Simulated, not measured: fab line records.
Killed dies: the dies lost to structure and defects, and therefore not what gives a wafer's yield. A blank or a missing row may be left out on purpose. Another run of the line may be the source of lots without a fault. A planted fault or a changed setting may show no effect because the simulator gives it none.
fab line records -- flow nand_harc
record: lots: 13, wafers: 39, last_day: 33
route steps=1302 shown A_M1@1196 A_BONDPAD@1202 THIN_TSV@1267 END@1302
lots untouched by any fault: they come from a run of this same line in which no faults occurred
start_h: start of the lot's first displayed wafer, in hours after the record's first day -- wait_h: hours elapsed since this lot's preceding step -- " repeats the value in the row above -- L1.1+2: a row that stands for several wafers -- - value missing, or start not given -- * or withheld: withheld -- < > ~ a bound
route shown NAME@n: NAME is a module with steps in the file, n the number in the route of the first one -- usual: average and standard deviation across the fault-free wafers -- same: alike in all rows -- chamber/n: place in a boat -- sites: readings site by site -- _std_site: their standard deviation -- _edge_site: mean of outer sites minus mean of inner sites -- radius_mm: for every site, how far away it sits from the centre of the wafer -- mask NAME#n: copy n -- behind: the most recent tool/chamber to have shaped the wafer -- hold: why the lot went on hold/how many hours it stayed there/how the hold came to an end -- device: whichever transistor did not switch (one of n, p or np) -- end of line: at the end of the route, the tests of the same wafers -- where a step has no rows: the recipe by itself -- killed: not the wafer's yield, but the dies lost to structure and defects at the first sort -- map: per-die view of a wafer (x killed, . not killed, _ where there is no die)
set.NAME: the setting that was run; set.NAME@STEP: the one run at that earlier step -- model.NAME: the simulator's own value behind a step, which no gauge read
the route's steps for a sample of lots (tables are steps, rows are wafers)
services: the hour from which a tool's chamber was out of use, counted from the record's first day as start_h (under 0 if before that day), plus the number of hours and why
== steps ==
step: NHARC_A_M1_THK_MEAS_24
recipe: thk_meas_gauge: xrf
usual: thk_nm: 154.3/1.5
lot.wafer,tool,chamber,start_h,wait_h,thk_nm
L828.1,film_metro-02,-,534.81,-,152.4
L828.2,film_metro-02,-,534.81,-,152.9
L828.4,film_metro-02,-,534.81,-,153.1
L830.1,film_metro-01,-,552.68,-,152.7
L830.2,film_metro-01,-,552.68,-,151.6
L830.3,film_metro-01,-,552.68,-,153.3
L831.1,film_metro-01,-,563.95,-,150.6
L831.4,film_metro-01,-,563.95,-,153.4
L831.5,film_metro-01,-,563.95,-,152.0
L834.2,film_metro-01,-,598.48,-,156.2
L834.3,film_metro-01,-,598.48,-,154.4
L834.6,film_metro-01,-,598.48,-,153.9
L837.2,film_metro-01,-,621.54,-,155.5
L837.4,film_metro-01,-,621.54,-,155.7
L837.6,film_metro-01,-,621.54,-,156.1
L836.2,film_metro-01,-,624.10,-,155.4
L836.4,film_metro-01,-,624.10,-,156.6
L836.5,film_metro-01,-,624.10,-,155.1
L840.2,film_metro-01,-,658.59,-,151.1
L840.3,film_metro-01,-,658.59,-,153.7
L840.4,film_metro-01,-,658.59,-,153.6
L842.1,film_metro-01,-,669.80,-,156.0
L842.2,film_metro-01,-,669.80,-,156.2
L842.4,film_metro-01,-,669.80,-,155.7
L843.2,film_metro-01,-,671.12,-,153.5
L843.3,film_metro-01,-,671.12,-,153.1
L843.6,film_metro-01,-,671.12,-,152.5
L844.1,film_metro-01,-,707.38,-,152.3
L844.3,film_metro-01,-,707.38,-,153.2
L844.4,film_metro-01,-,707.38,-,155.1
L845.1,film_metro-02,-,711.22,-,154.2
L845.5,film_metro-02,-,711.22,-,154.2
L845.6,film_metro-02,-,711.22,-,154.6
L847.3,film_metro-02,-,727.03,-,154.9
L847.4,film_metro-02,-,727.03,-,157.4
L847.5,film_metro-02,-,727.03,-,153.1
L848.1,film_metro-02,-,739.01,-,154.7
L848.4,film_metro-02,-,739.01,-,154.5
L848.5,film_metro-02,-,739.01,-,156.0
step: NHARC_A_BONDPAD_DEP_00
recipe: target_thk_a: 2500, temp_c: 370, target_thk_nm: 250, pressure_torr: 3, flow_sccm: 200, rf_w: 450, material: SiCN
usual: heater_power_outer_w: 344/44, heater_power_w: 602/83, showerhead_vpp_V: 1268/46
lot.wafer,tool,chamber,start_h,wait_h,heater_power_outer_w,heater_power_w,showerhead_vpp_V
L828.1,pecvd-02,2,535.67,-,255,429,1294
L828.2,pecvd-02,1,535.67,-,385,685,1234
L828.4,pecvd-02,0,535.67,-,345,607,1254
L830.1,pecvd-02,2,553.54,-,306,500,1315
L830.3,pecvd-02,0,553.54,-,386,673,1223
L830.2,pecvd-02,1,553.54,-,304,593,1233
L831.1,pecvd-02,2,564.90,-,322,527,1338
L831.5,pecvd-02,0,564.90,-,331,580,1234
L831.4,pecvd-02,1,564.90,-,320,598,1223
L834.3,pecvd-01,0,599.38,-,322,609,1210
L834.2,pecvd-01,1,599.38,-,334,569,1327
L834.6,pecvd-01,2,599.38,-,353,642,1271
L837.2,pecvd-02,2,622.44,-,256,418,1326
L837.6,pecvd-02,1,622.44,-,310,601,1227
L837.4,pecvd-02,2,622.44,-,264,437,1316
L836.2,pecvd-02,2,624.95,-,254,415,1329
L836.5,pecvd-02,2,624.95,-,268,436,1323
L836.4,pecvd-02,1,624.95,-,362,671,1241
L840.3,pecvd-02,2,659.45,-,253,417,1330
L840.2,pecvd-02,0,659.45,-,378,653,1212
L840.4,pecvd-02,1,659.45,-,356,649,1222
L842.1,pecvd-02,1,670.66,-,400,716,1224
L842.2,pecvd-02,0,670.66,-,333,595,1226
L842.4,pecvd-02,1,670.66,-,403,729,1213
L843.2,pecvd-02,2,671.98,-,312,501,1317
L843.3,pecvd-02,0,671.98,-,401,670,1229
L843.6,pecvd-02,2,671.98,-,322,490,1311
L844.1,pecvd-03,0,708.23,-,367,620,1242
L844.3,pecvd-03,2,708.23,-,331,567,1342
L844.4,pecvd-03,0,708.23,-,372,639,1236
L845.1,pecvd-02,2,712.12,-,283,460,1336
L845.5,pecvd-02,2,712.12,-,293,452,1332
L845.6,pecvd-02,0,712.12,-,360,633,1239
L847.3,pecvd-02,0,727.89,-,399,682,1247
L847.5,pecvd-02,0,727.89,-,402,684,1246
L847.4,pecvd-02,1,727.89,-,404,712,1245
L848.1,pecvd-01,0,739.89,-,327,600,1218
L848.5,pecvd-01,1,739.89,-,402,681,1327
L848.4,pecvd-01,2,739.89,-,408,701,1270
step: NHARC_A_BONDPAD_CMP_19
recipe: t_overpolish_s: 30, cu_recess_touch_s: 16, target_thk_nm: 169.82
usual: motor_current_A: 11.8/1.1, overpolish_run_s: 30.001/0.0097, slurry_flow_ml_min: 150.0/0.47
lot.wafer,tool,chamber,start_h,wait_h,motor_current_A,overpolish_run_s,slurry_flow_ml_min
L828.2,cmp-03,1,539.60,-,11.9,30.008,149.5
L828.4,cmp-03,2,539.60,-,10.9,30.003,150.9
L828.1,cmp-03,0,539.60,-,11.0,30.002,150.0
L830.1,cmp-02,2,557.00,-,12.8,29.987,150.3
L830.3,cmp-02,3,557.00,-,12.9,29.988,150.1
L830.2,cmp-02,0,557.00,-,11.6,30.009,150.4
L831.1,cmp-04,0,568.15,-,14.4,29.990,149.8
L831.4,cmp-04,3,568.15,-,10.9,29.997,150.1
L831.5,cmp-04,0,568.15,-,13.4,29.987,150.1
L834.3,cmp-03,2,602.72,-,10.8,29.998,150.9
L834.2,cmp-03,0,602.72,-,11.0,30.007,149.7
L834.6,cmp-03,2,602.72,-,10.9,30.000,150.7
L837.2,cmp-04,0,625.90,-,13.2,29.991,150.7
L837.4,cmp-04,1,625.90,-,10.5,30.006,150.0
L837.6,cmp-04,2,625.90,-,10.5,30.001,149.6
L836.2,cmp-03,0,628.43,-,10.9,29.997,149.2
L836.4,cmp-03,3,628.43,-,12.9,30.014,150.4
L836.5,cmp-03,0,628.43,-,11.1,29.985,149.9
L840.2,cmp-03,0,662.98,-,10.8,29.998,150.1
L840.3,cmp-03,1,662.98,-,12.9,30.000,150.0
L840.4,cmp-03,2,662.98,-,11.0,30.011,149.0
L842.4,cmp-03,0,674.11,-,10.9,30.012,150.8
L842.2,cmp-03,2,674.11,-,11.4,30.005,149.7
L842.1,cmp-03,3,674.11,-,12.9,30.005,149.7
L843.2,cmp-03,3,675.42,-,13.2,29.992,149.5
L843.3,cmp-03,1,675.42,-,12.5,30.005,150.8
L843.6,cmp-03,0,675.42,-,11.3,29.993,149.6
L844.1,cmp-04,0,711.61,-,13.6,30.008,149.8
L844.3,cmp-04,1,711.61,-,10.3,30.007,149.8
L844.4,cmp-04,2,711.61,-,10.5,30.001,149.7
L845.1,cmp-03,2,715.45,-,11.4,30.016,149.8
L845.6,cmp-03,1,715.45,-,12.3,29.999,150.6
L845.5,cmp-03,2,715.45,-,10.9,30.016,149.8
L847.3,cmp-02,1,731.40,-,11.4,29.994,149.7
L847.4,cmp-02,3,731.40,-,12.4,29.999,149.7
L847.5,cmp-02,0,731.40,-,10.7,30.019,150.0
L848.1,cmp-04,0,743.35,-,13.5,29.990,150.4
L848.4,cmp-04,1,743.35,-,10.4,29.998,149.9
L848.5,cmp-04,0,743.35,-,13.3,29.995,150.1
step: NHARC_THIN_TSV_DEP_47
recipe: target_thk_a: 2000, temp_c: withheld, pressure_torr: 6.5, rf_w: 900, teos_flow_sccm: 161.4, flow_sccm: 2650, target_thk_nm: 200, gas: O2, material: SiO2
usual: showerhead_vpp_V: 1781/54, throttle_valve_pct: 15.9/0.57
lot.wafer,tool,chamber,start_h,wait_h,showerhead_vpp_V,throttle_valve_pct
L828.2,pecvd-01,0,553.39,-,1725,15.8
L828.1,pecvd-01,2,553.39,-,1839,15.3
L828.4,pecvd-01,0,553.39,-,1706,15.7
L830.1,pecvd-02,1,572.00,-,1731,16.8
L830.3,pecvd-02,2,572.00,-,1888,16.0
L830.2,pecvd-02,0,572.00,-,1762,16.5
L831.1,pecvd-01,1,583.01,-,1858,15.8
L831.4,pecvd-01,0,583.01,-,1705,15.8
L831.5,pecvd-01,1,583.01,-,1845,15.6
L834.2,pecvd-02,2,617.29,-,1889,15.4
L834.3,pecvd-02,1,617.29,-,1719,16.2
L834.6,pecvd-02,2,617.29,-,1877,15.9
L837.2,pecvd-01,0,642.79,-,1710,15.9
L837.4,pecvd-01,2,642.79,-,1802,14.9
L837.6,pecvd-01,0,642.79,-,1742,16.1
L836.2,pecvd-02,2,644.12,-,1846,15.6
L836.4,pecvd-02,1,644.12,-,1748,16.4
L836.5,pecvd-02,0,644.12,-,1782,16.5
L840.2,pecvd-04,1,676.08,-,1769,15.5
L840.3,pecvd-04,2,676.08,-,1744,16.6
L840.4,pecvd-04,1,676.08,-,1791,15.4
L842.1,pecvd-04,2,689.28,-,1750,16.5
L842.2,pecvd-04,1,689.28,-,1760,15.6
L842.4,pecvd-04,2,689.28,-,1770,16.8
L843.2,pecvd-01,1,690.24,-,1830,15.5
L843.3,pecvd-01,2,690.24,-,1788,15.1
L843.6,pecvd-01,2,690.24,-,1807,15.1
L844.1,pecvd-04,2,726.17,-,1746,16.7
L844.3,pecvd-04,0,726.17,-,1766,15.4
L844.4,pecvd-04,0,726.17,-,1740,15.7
L845.1,pecvd-01,2,731.13,-,1812,15.2
L845.6,pecvd-01,1,731.13,-,1871,15.1
L845.5,pecvd-01,0,731.13,-,1717,15.7
L847.3,pecvd-04,1,749.71,-,1776,15.8
L847.4,pecvd-04,1,749.71,-,1757,15.6
L847.5,pecvd-04,2,749.71,-,1726,17.0
L848.1,pecvd-04,0,766.75,-,1745,15.4
L848.5,pecvd-04,0,766.75,-,1769,15.4
L848.4,pecvd-04,1,766.75,-,1766,15.9
step: NHARC_END_SORT_01
recipe: temp_c: 25
usual: killed_at_array: 52/17, killed_at_other: 0.8/1.1, killed_at_periphery: 3.2/2.2, killed_dies: 57/17, killed_open: 3.4/1.8, killed_short: 2.4/1.6
same: gross_dies: 677
lot.wafer,tool,chamber,start_h,wait_h,killed_at_array,killed_at_other,killed_at_periphery,killed_dies,killed_open,killed_short
L834.2,prober-02,0,632.39,2.8,34,98,3,135,2,1
L834.3,prober-02,0,633.19,3.1,25,79,5,109,2,1
L834.6,prober-02,0,635.57,4.0,37,93,4,134,0,3
L836.2,prober-01,0,656.51,2.8,68,89,0,157,2,0
L836.4,prober-01,0,658.11,3.4,59,87,2,148,4,2
L836.5,prober-01,0,658.90,3.7,68,92,1,161,6,2
killed by level:class
L834.2 THIN_TSV:unspecified=98 A_CHANNEL_HOLE_D2:chamber_film_flake=24 A_CHANNEL_HOLE_D1:chamber_film_flake=2 A_CHANNEL_FILL_D1:chamber_film_flake=2 A_ONON_D2:geometric_particle:open=1 A_WL_FILL:geometric_particle:short=1 A_CONTACT:geometric_particle:open=1 P_STI:chamber_film_flake=1
L834.3 THIN_TSV:unspecified=79 A_CHANNEL_HOLE_D2:chamber_film_flake=9 A_CHANNEL_HOLE_D1:chamber_film_flake=7 A_CONTACT:chamber_film_flake=4 P_GATE:chamber_film_flake=2 A_STAIRCASE:chamber_film_flake=2 P_CONTACT:geometric_particle:open=1 A_CHANNEL_FILL_D1:geometric_particle:open=1
L834.6 THIN_TSV:unspecified=93 A_CHANNEL_HOLE_D2:chamber_film_flake=28 P_GATE:chamber_film_flake=3 A_CONTACT:chamber_film_flake=3 A_WL_FILL:geometric_particle:short=2 A_STAIRCASE:chamber_film_flake=2 A_M0:geometric_particle:short=1 P_M0:chamber_film_flake=1
L836.2 THIN_TSV:unspecified=88 A_CHANNEL_HOLE_D1:chamber_film_flake=32 A_SLIT:chamber_film_flake=22 A_ZERO_WELL:chamber_film_flake=4 A_STAIRCASE:chamber_film_flake=3 A_ONON_D2:geometric_particle:open=2 A_CONTACT:chamber_film_flake=2 A_CHANNEL_FILL_D2:chamber_film_flake=2
L836.4 THIN_TSV:unspecified=87 A_SLIT:chamber_film_flake=32 A_CHANNEL_HOLE_D1:chamber_film_flake=5 A_ZERO_WELL:chamber_film_flake=4 A_CHANNEL_FILL_D2:chamber_film_flake=4 A_CONTACT:chamber_film_flake=3 A_DECK1_JOINT:chamber_film_flake=2 P_GATE:geometric_particle:open=1
L836.5 THIN_TSV:unspecified=90 A_SLIT:chamber_film_flake=29 A_CHANNEL_HOLE_D1:chamber_film_flake=24 A_ZERO_WELL:chamber_film_flake=4 A_CHANNEL_FILL_D1:geometric_particle:open=2 THIN_TSV:chamber_film_flake=2 P_M0:geometric_particle:open=1 A_ONON_D1:geometric_particle:short=1
== services ==
tool,chamber,start_h,hours,kind
cmp-04,-,536.09,5.5,repair
cmp-03,-,554.10,4.0,pm
cmp-04,-,556.81,1.5,repair
cmp-04,-,563.65,2.1,repair
pecvd-02,-,575.89,1.4,repair
pecvd-02,-,589.33,13.0,pm
cmp-04,-,601.13,4.0,pm
pecvd-02,0,606.05,12.2,repair
pecvd-02,-,613.46,1.4,repair
cmp-04,-,618.99,3.7,repair
pecvd-04,-,631.11,13.0,pm
cmp-04,-,634.11,3.0,repair
pecvd-01,-,647.51,0.3,repair
cmp-03,-,649.12,0.9,repair
cmp-03,-,652.20,4.0,pm
cmp-04,-,661.18,2.8,repair
pecvd-01,-,673.00,13.0,pm
cmp-04,-,674.92,0.2,repair
cmp-04,-,699.13,4.0,pm
pecvd-04,-,719.52,0.7,repair
cmp-03,-,720.94,5.8,repair
cmp-03,-,744.59,0.9,repair
cmp-03,-,750.27,4.0,pm
pecvd-04,-,756.55,0.6,repair
== key ==
first_sign: step: NHARC_END_SORT_01, reading: killed_at_other, direction: up, sigmas: 78, usual: 0.8, struck: 89.7
effect: step: NHARC_END_SORT_01, reading: killed_dies, direction: up, sigmas: 4.9, usual: 57, struck: 141
more_kills_born_at: NHARC_THIN_TSV_DEP_47@pecvd-02: 535
met_at NHARC_THIN_TSV_DEP_47
struck_lots L834,L836
tester_left_out L834
not_acting_at NHARC_A_M1_THK_MEAS_24,NHARC_A_BONDPAD_DEP_00,NHARC_A_BONDPAD_CMP_19
onset_between 572.00 617.29
earlier_fault: kind: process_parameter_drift, tool: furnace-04, chamber: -, onset_h: 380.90, steps: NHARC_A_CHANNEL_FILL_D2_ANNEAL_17, channel: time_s, offset: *, shape: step, acts_in: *, stated: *
fault: kind: chamber_particle_source, tool: pecvd-02, chamber: -, onset_h: 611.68, steps: NHARC_THIN_TSV_DEP_47, rate_per_visit_cm2: 1.1928
tester_left_out: of these lots the tester's yield and bins aren't shown, on N5 and GAA mostly nor the transistor test; their killed dies are dies lost to structure and defects alone, not to doping, threshold or leakage, so they don't give the yield
